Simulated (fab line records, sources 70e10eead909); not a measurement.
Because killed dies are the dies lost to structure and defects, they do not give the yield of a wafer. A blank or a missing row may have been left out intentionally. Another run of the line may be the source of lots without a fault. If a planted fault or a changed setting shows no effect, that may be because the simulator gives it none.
Matching of chambers | flow nand-harc | NHARC_A_M0_DEP_32 on pecvd-02: 3 sister chambers
The step deposits SiCN, target thk 30 nm. 3 wafers are shown with their chamber, then 7 later ones without.

== EACH WAFER AND ITS CHAMBER ==
wafer  | chamber | heater-power-w (W)
L079.6 | 2       | 622
L085.1 | 1       | 577
L085.2 | 0       | 745

== WAFERS WITH NO CHAMBER GIVEN ==
wafer  | heater-power-w (W)
L085.6 | 604
L090.2 | 536
L090.3 | 655
L090.4 | 681
L091.1 | 583
L091.2 | 667
L091.6 | 659

== CHAMBER TAKEN BY EACH ==
wafer  | from the rows above          | in truth
L085.6 | can't be placed: 2 or 1      | 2
L090.2 | can't be placed: 1 or 2      | 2
L090.3 | can't be placed: 2 or 1 or 0 | 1
L090.4 | can't be placed: 2 or 0 or 1 | 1
L091.1 | can't be placed: 1 or 2      | 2
L091.2 | can't be placed: 2 or 0 or 1 | 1
L091.6 | can't be placed: 2 or 1 or 0 | 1
0 of 7 placed correctly. From these rows, 7 cannot be placed; in 7 the true chamber is one of the candidates. Wrongly placed: 0.
How it was worked out, from the rows above alone: a wafer's distance from a chamber is the root of the sum, over the readings, of the square of ((its reading less the chamber's mean) divided by the reading's scatter). If the next closest chamber is less than 2 further off than the closest, the wafer can't be placed; otherwise it belongs to the closest. Each chamber's mean is taken over the wafers shown for it. The scatter (one wafer shown for each chamber): square how far every hidden wafer sits from the nearest shown wafer, average those squares and take the square root.
